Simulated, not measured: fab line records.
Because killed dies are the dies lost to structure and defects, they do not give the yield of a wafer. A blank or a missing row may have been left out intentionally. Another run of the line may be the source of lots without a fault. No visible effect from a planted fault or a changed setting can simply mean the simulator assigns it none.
Chamber matching :: flow n5Finfet :: 3 sister chambers for N5_BEOL_M6_ILD_DEP_00 on pecvd-04
The step deposits SiCOH lowk from DEMS/porogen, target thk 179.75 nm, time 33.4 s. 6 wafers are shown with their chamber, then 7 later ones without.

WAFERS WITH THEIR CHAMBER
wafer: L424.4
chamber: 1
showerheadPlenumPTorr (Torr): 5.736
heaterPowerW (W): 293

wafer: L424.6
chamber: 0
showerheadPlenumPTorr (Torr): 5.746
heaterPowerW (W): 263

wafer: L426.4
chamber: 2
showerheadPlenumPTorr (Torr): 5.766
heaterPowerW (W): 313

wafer: L426.6
chamber: 1
showerheadPlenumPTorr (Torr): 5.744
heaterPowerW (W): 313

wafer: L438.1
chamber: 2
showerheadPlenumPTorr (Torr): 5.776
heaterPowerW (W): 288

wafer: L438.3
chamber: 0
showerheadPlenumPTorr (Torr): 5.753
heaterPowerW (W): 235

WAFERS WHOSE CHAMBER IS MISSING
wafer: L438.5
showerheadPlenumPTorr (Torr): 5.757
heaterPowerW (W): 230

wafer: L439.1
showerheadPlenumPTorr (Torr): 5.772
heaterPowerW (W): 321

wafer: L439.2
showerheadPlenumPTorr (Torr): 5.717
heaterPowerW (W): 289

wafer: L439.5
showerheadPlenumPTorr (Torr): 5.734
heaterPowerW (W): 298

wafer: L442.2
showerheadPlenumPTorr (Torr): 5.763
heaterPowerW (W): 296

wafer: L442.3
showerheadPlenumPTorr (Torr): 5.743
heaterPowerW (W): 233

wafer: L442.4
showerheadPlenumPTorr (Torr): 5.747
heaterPowerW (W): 301

THE CHAMBER EACH PASSED THROUGH
wafer: L438.5
from the rows above: 0
in truth: 0

wafer: L439.1
from the rows above: 2
in truth: 2

wafer: L439.2
from the rows above: can't be placed: 1 or 0
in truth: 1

wafer: L439.5
from the rows above: 1
in truth: 1

wafer: L442.2
from the rows above: 2
in truth: 2

wafer: L442.3
from the rows above: 0
in truth: 0

wafer: L442.4
from the rows above: can't be placed: 1 or 0
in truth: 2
Correctly placed: 5 of 7. Not placeable from these rows: 2 (in 1, the candidates include the true chamber). 0 placed wrongly.
How it was worked out, from the rows above alone: a wafer's distance from a chamber is the root of the sum, over the readings, of the square of ((its reading less the chamber's mean) divided by the reading's scatter). The wafer belongs to the nearest chamber; if the next one is less than 2 further off, it can't be placed. A chamber's mean is the mean of its shown wafers. How the scatter is found: for the shown wafers, subtract from each reading the mean of its chamber, square and add these, divide the total by (wafers less chambers), then take the root.
